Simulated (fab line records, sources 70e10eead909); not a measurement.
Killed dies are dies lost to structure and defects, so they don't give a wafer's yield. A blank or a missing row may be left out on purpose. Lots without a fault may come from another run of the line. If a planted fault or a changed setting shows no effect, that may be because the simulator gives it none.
The same fault as seen by 2 desks :: flow nandHarc :: each desk has only its own numbers; what lay behind them comes last

## THE TOOL OWNER'S DESK: rieMetal-01
The tool's own readings at NHARC_THIN_TSV_ETCH_36 (etches the open film in Cl2/BCl3, target depth 65 nm, time 18.571 s): means of the sampled wafers that have a number, for each lot that ran on this tool. Marked OUT: a lot whose mean sits more than 4 standard deviations from the usual mean, which makes it out of limits; the brackets give that distance.
Columns: A = drypumpMotorCurrentA at NHARC_THIN_TSV_ETCH_36, usual 5.8 A; B = oesProductAu at NHARC_THIN_TSV_ETCH_36, usual 0.997 a.u.; C = runLengthS at NHARC_THIN_TSV_ETCH_36, usual 39.8 s
lot: L464
first seen here: day 24 20:21
A: 5.9
B: 0.982
C: 39.5

lot: L469
first seen here: day 27 06:37
A: 6.0
B: 1.002
C: 39.7

lot: L470
first seen here: day 29 04:47
A: 6.0
B: 0.998
C: 39.6

lot: L474
first seen here: day 30 14:08
A: 6.0
B: 0.996
C: 37.0 (-6.9) OUT

lot: L477
first seen here: day 30 19:30
A: 5.8
B: 1.004
C: 38.6
This desk's verdict: out of limits on L474, starting with L474 at day 30 14:08 (runLengthS at NHARC_THIN_TSV_ETCH_36). Within limits: L464, L469, L470, L477.

## METROLOGY DESK
What the gauges read, lot by lot, whatever tool the lot ran on: means of the sampled wafers that have a number. Marked OUT: a lot whose mean sits more than 4 standard deviations from the usual mean, which makes it out of limits; the brackets give that distance.
Columns: A = cdNm at NHARC_THIN_TSV_CD_MEAS_12, usual 1000.6 nm
lot: L461
first seen here: day 23 21:42
A: 1001.6

lot: L464
first seen here: day 24 13:53
A: 1001.6

lot: L460
first seen here: day 24 16:08
A: 999.0

lot: L465
first seen here: day 25 17:13
A: 999.5

lot: L469
first seen here: day 27 00:08
A: 998.0

lot: L470
first seen here: day 28 22:17
A: 1001.0

lot: L474
first seen here: day 30 02:10
A: 1003.4

lot: L477
first seen here: day 30 12:56
A: 1001.7

lot: L478
first seen here: day 31 12:35
A: 999.8

lot: L482
first seen here: day 32 21:42
A: 998.1

lot: L483
first seen here: day 33 18:55
A: 998.1
This desk's finding: nothing out of limits on any of the 11 lots.

## TAKEN TOGETHER
The tool owner's desk had the chance to raise an alarm at day 30 14:08 on L474.
Nothing out of limits was seen by the metrology desk.
The metrology desk holds a record of L474, inside its limits.
Every lot named ran NHARC_THIN_TSV_ETCH_36 on rieMetal-01.

## WHAT HAD BEEN PUT IN BY THE SIMULATOR
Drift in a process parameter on rieMetal-01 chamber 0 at NHARC_THIN_TSV_ETCH_36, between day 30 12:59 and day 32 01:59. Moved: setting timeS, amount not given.
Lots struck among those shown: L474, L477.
Delay in hours, fault start to first out-of-limits reading, by desk: the tool owner's desk at 1.
